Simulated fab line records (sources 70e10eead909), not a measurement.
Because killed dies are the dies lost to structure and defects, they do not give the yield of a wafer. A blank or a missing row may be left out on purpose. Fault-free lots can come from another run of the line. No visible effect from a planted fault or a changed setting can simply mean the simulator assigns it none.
Matching of chambers / flow nand harc / cmp-01 running NHARC_P_M1_CMP_23: 4 sister chambers
The step polishes, t overpolish 20 s, target thk 157.82 nm. 4 wafers are shown with their chamber, then 12 later ones without.

WAFERS, EACH WITH ITS CHAMBER
wafer=L088.6; chamber=0; motor current A (A)=11.2
wafer=L089.2; chamber=1; motor current A (A)=11.4
wafer=L089.3; chamber=3; motor current A (A)=13.0
wafer=L089.4; chamber=2; motor current A (A)=11.1

WAFERS MISSING THEIR CHAMBER
wafer=L090.3; motor current A (A)=12.0
wafer=L090.4; motor current A (A)=10.7
wafer=L090.5; motor current A (A)=11.4
wafer=L093.1; motor current A (A)=10.9
wafer=L093.5; motor current A (A)=11.3
wafer=L093.6; motor current A (A)=12.8
wafer=L094.2; motor current A (A)=10.3
wafer=L094.3; motor current A (A)=12.6
wafer=L094.5; motor current A (A)=11.7
wafer=L094.1; motor current A (A)=11.6
wafer=L094.4; motor current A (A)=11.8
wafer=L094.6; motor current A (A)=12.1

EACH ONE'S CHAMBER
wafer=L090.3; from the rows above=can't be placed: 1 or 0 or 2 or 3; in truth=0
wafer=L090.4; from the rows above=can't be placed: 2 or 0 or 1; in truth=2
wafer=L090.5; from the rows above=can't be placed: 1 or 0 or 2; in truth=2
wafer=L093.1; from the rows above=can't be placed: 2 or 0 or 1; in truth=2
wafer=L093.5; from the rows above=can't be placed: 1 or 0 or 2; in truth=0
wafer=L093.6; from the rows above=3; in truth=3
wafer=L094.2; from the rows above=can't be placed: 2 or 0 or 1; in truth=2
wafer=L094.3; from the rows above=can't be placed: 3 or 1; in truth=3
wafer=L094.5; from the rows above=can't be placed: 1 or 0 or 2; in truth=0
wafer=L094.1; from the rows above=can't be placed: 1 or 0 or 2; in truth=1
wafer=L094.4; from the rows above=can't be placed: 1 or 0 or 2 or 3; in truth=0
wafer=L094.6; from the rows above=can't be placed: 1 or 0 or 3 or 2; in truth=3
Correctly placed: 1 of 12. These rows do not allow placing 11 (true chamber among the candidates in 11). Placed wrongly: 0.
How it was worked out, from the rows above alone: a wafer's distance from a chamber is the root of the sum, over the readings, of the square of ((its reading less the chamber's mean) divided by the reading's scatter). If the next closest chamber is less than 2 further off than the closest, the wafer can't be placed; otherwise it belongs to the closest. For every chamber, the mean is computed from those of its wafers that are shown. The scatter (one wafer shown for each chamber): square how far every hidden wafer sits from the nearest shown wafer, average those squares and take the square root.
